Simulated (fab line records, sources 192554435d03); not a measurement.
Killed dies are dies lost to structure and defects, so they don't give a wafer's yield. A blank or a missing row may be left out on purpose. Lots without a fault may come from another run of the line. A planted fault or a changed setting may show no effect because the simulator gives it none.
Chamber matching | flow n5_finfet | N5_ILD0_ALD_15 on ald_sin-03: 4 sister chambers
The step deposits SiNx, target thk 24 nm, pulse time 1 s, ald cycles 480. 8 wafers are shown with their chamber, then 8 later ones without.

WAFERS WITH THEIR CHAMBER
wafer  | chamber | heater_power_w (W) | precursor_pulse_height_rel
L079.3 | 1       | 795                | 1.014
L079.4 | 2       | 872                | 1.033
L082.3 | 0       | 758                | 1.035
L082.6 | 3       | 902                | 0.971
L083.1 | 0       | 777                | 0.978
L083.2 | 2       | 887                | 0.989
L083.3 | 1       | 800                | 1.007
L083.4 | 3       | 901                | 1.046

WAFERS WITHOUT THEIR CHAMBER
wafer  | heater_power_w (W) | precursor_pulse_height_rel
L083.5 | 772                | 0.989
L083.6 | 902                | 1.004
L085.2 | 907                | 0.976
L085.3 | 874                | 1.033
L085.6 | 831                | 0.992
L097.2 | 833                | 1.000
L097.3 | 791                | 1.009
L097.6 | 899                | 1.001

WHICH CHAMBER EACH WENT THROUGH
wafer  | from the rows above     | in truth
L083.5 | 0                       | 0
L083.6 | 3                       | 3
L085.2 | 3                       | 3
L085.3 | 2                       | 2
L085.6 | can't be placed: 1 or 2 | 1
L097.2 | can't be placed: 1 or 2 | 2
L097.3 | can't be placed: 1 or 0 | 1
L097.6 | can't be placed: 3 or 2 | 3
Placed correctly: 4 of 8. Can't be placed from these rows: 4 (the true chamber is among the candidates in 4). Placed wrongly: 0.
How it was worked out, from the rows above alone: a wafer's distance from a chamber is the root of the sum, over the readings, of the square of ((its reading less the chamber's mean) divided by the reading's scatter). The wafer belongs to the nearest chamber; if the next one is less than 2 further off, it can't be placed. A chamber's mean is the mean of its shown wafers. The scatter: the root of (the sum of the squares of (reading less its chamber's mean) over the shown wafers, divided by (wafers less chambers)).
